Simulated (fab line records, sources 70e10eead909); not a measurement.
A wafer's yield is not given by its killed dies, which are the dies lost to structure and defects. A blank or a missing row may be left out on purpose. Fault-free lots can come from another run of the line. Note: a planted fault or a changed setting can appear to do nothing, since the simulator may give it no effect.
Chamber matching | flow nand-harc | 4 sister chambers for NHARC_A_M0_ETCH_34 on rie-diel-12
The step etches the open film in N2/H2, target depth 40 nm, overetch 12 nm, time 43.94 s. 8 wafers are shown with their chamber, then 11 later ones without.

EACH WAFER AND ITS CHAMBER
wafer  | chamber | drypump-motor-current-A (A) | rf-vpp-V (V)
L080.1 | 3       | 5.7                         | 434.0
L080.6 | 1       | 5.3                         | 434.3
L086.3 | 2       | 5.3                         | 427.0
L086.6 | 2       | 5.3                         | 427.0
L088.3 | 0       | 5.9                         | 426.5
L088.4 | 1       | 5.4                         | 434.1
L088.5 | 0       | 5.9                         | 429.0
L092.1 | 3       | 5.7                         | 432.2

WAFERS MISSING THEIR CHAMBER
wafer  | drypump-motor-current-A (A) | rf-vpp-V (V)
L092.4 | 5.9                         | 428.4
L092.5 | 5.4                         | 427.5
L090.1 | 5.8                         | 428.0
L090.4 | 5.4                         | 434.3
L090.5 | 5.9                         | 426.3
L095.2 | 5.9                         | 427.2
L095.3 | 5.7                         | 434.7
L095.6 | 5.9                         | 427.9
L096.1 | 5.3                         | 426.2
L096.5 | 5.7                         | 431.3
L096.6 | 5.9                         | 427.6

EACH ONE'S CHAMBER
wafer  | from the rows above | in truth
L092.4 | 0                   | 0
L092.5 | 2                   | 2
L090.1 | 0                   | 0
L090.4 | 1                   | 1
L090.5 | 0                   | 0
L095.2 | 0                   | 0
L095.3 | 3                   | 3
L095.6 | 0                   | 0
L096.1 | 2                   | 2
L096.5 | 3                   | 3
L096.6 | 0                   | 0
11 of 11 placed correctly. Number that these rows cannot place: 0. 0 placed wrongly.
How it was worked out, from the rows above alone: a wafer's distance from a chamber is the root of the sum, over the readings, of the square of ((its reading less the chamber's mean) divided by the reading's scatter). If the next closest chamber is less than 2 further off than the closest, the wafer can't be placed; otherwise it belongs to the closest. Each chamber's mean is taken over the wafers shown for it. The scatter is the square root of a quotient: the sum, over the shown wafers, of each reading's squared deviation from its chamber's mean, divided by wafers minus chambers.
